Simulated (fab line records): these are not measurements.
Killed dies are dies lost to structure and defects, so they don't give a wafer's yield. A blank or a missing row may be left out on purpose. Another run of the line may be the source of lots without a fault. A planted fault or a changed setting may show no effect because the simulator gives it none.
Matching of chambers    flow n5Finfet    rieDiel-05 running N5_DUMMY_GATE_STRIP_41: 4 sister chambers
The step strips in O2. 8 wafers are shown with their chamber, then 8 later ones without.

WAFERS, EACH WITH ITS CHAMBER
wafer   chamber  drypumpMotorCurrentA (A)  throttleValvePct (%)
L075.2  3        5.1                       16.92
L077.5  1        5.6                       16.56
L084.1  2        6.2                       16.33
L084.5  1        5.6                       16.59
L085.1  3        5.1                       16.95
L085.4  2        6.2                       16.35
L085.5  0        5.2                       16.31
L087.1  0        5.3                       16.30

WAFERS WITHOUT THEIR CHAMBER
wafer   drypumpMotorCurrentA (A)  throttleValvePct (%)
L087.5  6.2                       16.35
L087.6  5.1                       16.94
L091.1  5.1                       16.96
L091.2  5.6                       16.60
L091.4  6.2                       16.37
L094.1  5.6                       16.61
L094.2  5.1                       16.97
L094.3  6.2                       16.34

THE CHAMBER EACH PASSED THROUGH
wafer   from the rows above  in truth
L087.5  2                    2
L087.6  3                    3
L091.1  3                    3
L091.2  1                    1
L091.4  2                    2
L094.1  1                    1
L094.2  3                    3
L094.3  2                    2
Correct placement for 8 of the 8. Left unplaced by these rows: 0. Number placed wrongly: 0.
How it was worked out, from the rows above alone: a wafer's distance from a chamber is the root of the sum, over the readings, of the square of ((its reading less the chamber's mean) divided by the reading's scatter). If the next closest chamber is less than 2 further off than the closest, the wafer can't be placed; otherwise it belongs to the closest. The mean given for a chamber averages the wafers shown for that chamber. The scatter: take each reading less its chamber's mean, square it, sum over the shown wafers, divide by the number of wafers less the number of chambers, and take the root.
